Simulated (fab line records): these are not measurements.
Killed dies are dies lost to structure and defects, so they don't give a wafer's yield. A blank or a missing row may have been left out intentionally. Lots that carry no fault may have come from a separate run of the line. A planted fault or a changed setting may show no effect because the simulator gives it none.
What tool caused it? -- flow n5 finfet -- 11 lots, 31 wafers sampled, at 7 steps of a route of 1938

## WHAT THE GAUGES SHOWED, per wafer
N5_FIN_CUT_INSPECT_17: inspects for defects (brightfield).
lot,measured,on,raw defect count
L522,day 2 03:57,defect inspect-01,136 162 150
L523,day 2 12:21,defect inspect-01,156 147 196
L525,day 2 22:58,defect inspect-02,195 267 281
L526,day 3 04:56,defect inspect-01,148 173
L527,day 3 10:37,defect inspect-02,122 122
L530,day 4 05:37,defect inspect-02,149 149 152
L532,day 4 16:35,defect inspect-01,248 197 252
L537,day 5 22:15,defect inspect-02,140 220 217
L538,day 6 05:14,defect inspect-01,259 208 197
L539,day 6 09:46,defect inspect-01,123 180 188
L544,day 7 15:43,defect inspect-02,251 145 199

N5_DUMMY_GATE_THK_MEAS_05.
lot,measured,on,thk nm (nm)
L522,day 2 17:52,film metro-01,72.4 68.9 68.5
L523,day 3 01:35,film metro-02,72.8 72.1 72.9
L525,day 3 12:28,film metro-02,71.9 68.9 72.6
L526,day 3 18:07,film metro-01,73.7 72.0
L527,day 3 23:47,film metro-01,73.4 70.8
L530,day 4 18:38,film metro-01,71.8 73.5 69.4
L532,day 5 07:49,film metro-02,73.2 73.0 70.2
L537,day 6 11:10,film metro-01,46.9 49.0 48.3
L538,day 6 18:59,film metro-02,50.9 51.6 51.7
L539,day 6 22:53,film metro-02,74.5 69.3 72.9
L544,day 8 04:56,film metro-01,71.1 71.5 71.0

N5_DUMMY_GATE_INSPECT_17: inspects for defects (brightfield).
lot,measured,on,raw defect count
L522,day 3 00:12,defect inspect-01,177 201 208
L523,day 3 05:59,defect inspect-02,173 186 214
L525,day 3 16:52,defect inspect-01,155 234 192
L526,day 3 22:38,defect inspect-01,182 167
L527,day 4 04:19,defect inspect-02,142 151
L530,day 4 23:10,defect inspect-01,116 180 139
L532,day 5 14:17,defect inspect-01,217 247 192
L537,day 6 15:34,defect inspect-01,240 217 306
L538,day 6 23:22,defect inspect-01,175 195 123
L539,day 7 03:17,defect inspect-02,164 122 156
L544,day 8 09:29,defect inspect-02,140 226 160

N5_BEOL_M4_RC_MEAS_101.
lot,measured,on,DIBL_N (mV/V),DIBL_P (mV/V),IOFF_N (nA/um),IOFF_P (nA/um),ION_N (uA/um),ION_P (uA/um),SS_N (mV/dec),SS_P (mV/dec),VT_N (mV),VT_P (mV)
L522,day 8 08:11,prober-02,37.7 40.3 35.7,39.0 41.7 37.3,0.19 0.25 0.17,0.24 0.30 0.22,689 708 694,474 481 478,70.9 71.5 70.7,72.4 73.9 72.3,242 240 244,-246.0 -244.5 -247.6
L523,day 8 17:34,prober-01,33.6 35.9 35.9,32.6 34.8 34.9,0.11 0.14 0.14,0.16 0.20 0.20,674 674 691,460 461 472,70.4 71.5 71.7,72.6 72.8 73.2,254 252 251,-251.9 -248.7 -249.1
L525,day 9 05:35,prober-01,36.5 37.2 39.8,36.3 36.8 37.5,0.16 0.18 0.22,0.23 0.22 0.24,654 691 664,450 467 453,71.3 72.1 73.1,73.1 72.9 73.7,250 247 248,-249.0 -250.4 -246.8
L526,day 9 05:28,prober-02,35.9 38.0,35.7 37.9,0.13 0.19,0.19 0.22,645 697,447 470,71.4 71.5,73.9 74.1,255 246,-252.4 -249.1
L527,day 10 00:14,prober-02,37.4 38.7,36.2 38.2,0.17 0.19,0.24 0.28,681 695,474 475,71.5 72.6,73.3 73.8,251 247,-248.1 -247.4
L530,day 10 15:54,prober-02,37.2 38.9 35.4,35.2 36.9 33.4,0.17 0.19 0.13,0.20 0.22 0.17,675 687 670,458 469 463,71.4 71.9 71.0,72.9 73.0 72.4,249 250 255,-251.0 -249.8 -253.7
L532,day 11 06:15,prober-02,31.4 34.2 33.4,29.7 33.4 31.2,0.10 0.13 0.13,0.14 0.19 0.15,662 685 679,460 473 461,70.6 70.9 70.2,71.3 72.5 72.0,255 249 252,-255.3 -249.2 -253.8
L539,day 12 21:17,prober-02,35.7 34.3 36.9,35.0 33.1 35.8,0.15 0.12 0.16,0.20 0.17 0.21,693 669 680,480 457 464,71.4 71.2 71.9,73.5 72.0 73.0,251 254 250,-249.1 -251.4 -249.4
L544,day 14 02:41,prober-01,35.3 35.0 35.3,33.6 31.5 33.0,0.14 0.12 0.14,0.21 0.16 0.18,667 660 682,466 459 466,71.1 71.0 71.3,72.9 72.0 72.1,249 254 251,-250.5 -252.2 -250.8

## TOOL THAT RAN EACH LOT (tool first, then ch and the chambers of the sampled wafers, then the start)
lot,N5_DUMMY_GATE_CVD_03,N5_DUMMY_GATE_CMP_04,N5_DUMMY_GATE_ETCH_44
L522,"lpcvd-01 ch 1/70,1/75,1/84, day 2 13:52","cmp-03 ch 0,1,3, day 2 17:37","rie si-01 ch 0,1,2, day 3 01:00"
L523,"lpcvd-01 ch 0/75,0/79,0/89, day 2 21:37","cmp-04 ch 0,3, day 3 01:20","rie si-03 ch 0,3, day 3 06:47"
L525,"lpcvd-01 ch 0/50,0/54,0/59, day 3 08:28","cmp-03 ch 1,2, day 3 12:13","rie si-05 ch 0,2, day 3 17:46"
L526,"lpcvd-01 ch 0/15,0/29, day 3 14:09","cmp-02 ch 1,3, day 3 17:55","rie si-03 ch 2,3, day 3 23:32"
L527,"lpcvd-01 ch 1/40,1/64, day 3 19:49","cmp-04 ch 2,3, day 3 23:37","rie si-05 ch 1,3, day 4 05:14"
L530,"lpcvd-02 ch 1/45,1/54,1/59, day 4 14:40","cmp-03 ch 0,1,3, day 4 18:27","rie si-05 ch 0,2,3, day 5 00:02"
L532,"lpcvd-01 ch 1/54,1/59,1/64, day 5 03:50","cmp-03 ch 0,1,2, day 5 07:40","rie si-01 ch 0,1, day 5 15:05"
L537,"lpcvd-01 ch 0/40,0/45,0/64, day 6 07:11","cmp-03 ch 0,2,3, day 6 10:56","rie si-05 ch 0,1,3, day 6 16:22"
L538,"lpcvd-01 ch 0/65,0/70,0/79, day 6 15:00","cmp-02 ch 0,2,3, day 6 18:44","rie si-03 ch 1,2,3, day 7 00:10"
L539,"lpcvd-02 ch 1/54,1/59,1/64, day 6 18:53","cmp-03 ch 0,1,2, day 6 22:42","rie si-05 ch 0,3, day 7 04:05"
L544,"lpcvd-02 ch 1/75,1/84,1/89, day 8 00:57","cmp-02 ch 0,1, day 8 04:42","rie si-01 ch 0,1, day 8 10:16"
- N5_DUMMY_GATE_CVD_03: deposits a-Si from SiH4, target thk 150 nm, time 8042 s.
- N5_DUMMY_GATE_CMP_04: polishes a-Si.
- N5_DUMMY_GATE_ETCH_44: etches poly-Si in HBr/O2, stops on SiO2, target depth 127.5 nm.

## WHAT THE TOOLS THEMSELVES READ (means of the sampled wafers that have a number; where no wafer has one, the mark that the record gives instead)
N5_DUMMY_GATE_CVD_03.
lot,tool,spike tc bottom C (C),zone power upper pct (%)
L522,lpcvd-01,557.3,6.5
L523,lpcvd-01,552.0,5.6
L525,lpcvd-01,552.7,5.6
L526,lpcvd-01,551.8,5.6
L527,lpcvd-01,556.7,6.5
L530,lpcvd-02,552.1,8.1
L532,lpcvd-01,557.5,6.4
L537,lpcvd-01,552.0,5.6
L538,lpcvd-01,551.5,5.6
L539,lpcvd-02,551.8,8.0
L544,lpcvd-02,551.9,8.1

N5_DUMMY_GATE_CMP_04.
lot,tool,motor current A (A),time to endpoint s (s)
L522,cmp-03,9.8,10
L523,cmp-04,11.1,13
L525,cmp-03,9.8,11
L526,cmp-02,10.1,14
L527,cmp-04,10.2,14
L530,cmp-03,9.6,12
L532,cmp-03,9.4,11
L537,cmp-03,10.1,-
L538,cmp-02,10.8,-
L539,cmp-03,9.2,14
L544,cmp-02,10.4,16

N5_DUMMY_GATE_ETCH_44.
lot,tool,O2_flow_sccm (sccm),drypump motor current A (A),oes product au (a.u.),throttle valve pct (%)
L522,rie si-01,10.019,5.25,0.722,18.64
L523,rie si-03,10.010,5.29,0.732,18.30
L525,rie si-05,9.989,5.17,0.714,18.65
L526,rie si-03,9.951,5.11,0.730,18.61
L527,rie si-05,10.005,5.63,0.730,18.49
L530,rie si-05,10.012,5.39,0.720,18.68
L532,rie si-01,9.994,5.06,0.725,18.59
L537,rie si-05,10.011,5.42,0.604,18.52
L538,rie si-03,9.987,5.22,0.622,18.46
L539,rie si-05,9.986,5.26,0.722,18.59
L544,rie si-01,9.992,5.30,0.722,18.53

## THE ANSWER, worked out from the rows above alone
Rule: the lots themselves supply what counts as usual. Put in order of their means at a reading, lots are off if they are a third of the lots or fewer, leave a main group of 4 or more, and stand apart from it by a gap of 3 or more times the standard deviation of the main group's means; of several such gaps the widest counts. A main group is skipped when, at the precision printed for the reading in the tables above, its means are all equal. A lot without any number at a reading at which 4 lots or more have one is off too. All remaining lots with rows at the step are treated as sound. The gauges are gone through in route order, then the tools' own readings, and for those a lot's mean is taken as printed above. The first step at which some lot is off is used, and at that step the reading that is off furthest; a lot without a number counts as furthest.
Off, at N5_DUMMY_GATE_THK_MEAS_05 on thk nm: L537, L538. Mean 71.8 nm and standard deviation 0.85 in the main group.
A tool fits if, at a process step before that reading, it ran every lot that is off, and no sound lot after the first of them. Not tried: the gauges at N5_DUMMY_GATE_THK_MEAS_05; whatever is off there is also off at N5_DUMMY_GATE_CMP_04, on other tools, and gauge error can't account for it. One candidate fits, namely lpcvd-01 at N5_DUMMY_GATE_CVD_03. A fault onset in the window from L532 (day 5 03:50, its last sound lot) to L537 (day 6 07:11, its first lot off) fits.

## WHAT THE SIMULATOR PUT IN
Process parameters drifting: lpcvd-01 at N5_DUMMY_GATE_CVD_03, beginning at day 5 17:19. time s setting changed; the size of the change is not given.
Shown lots that were struck: L537, L538. This agrees with what the rule above found.
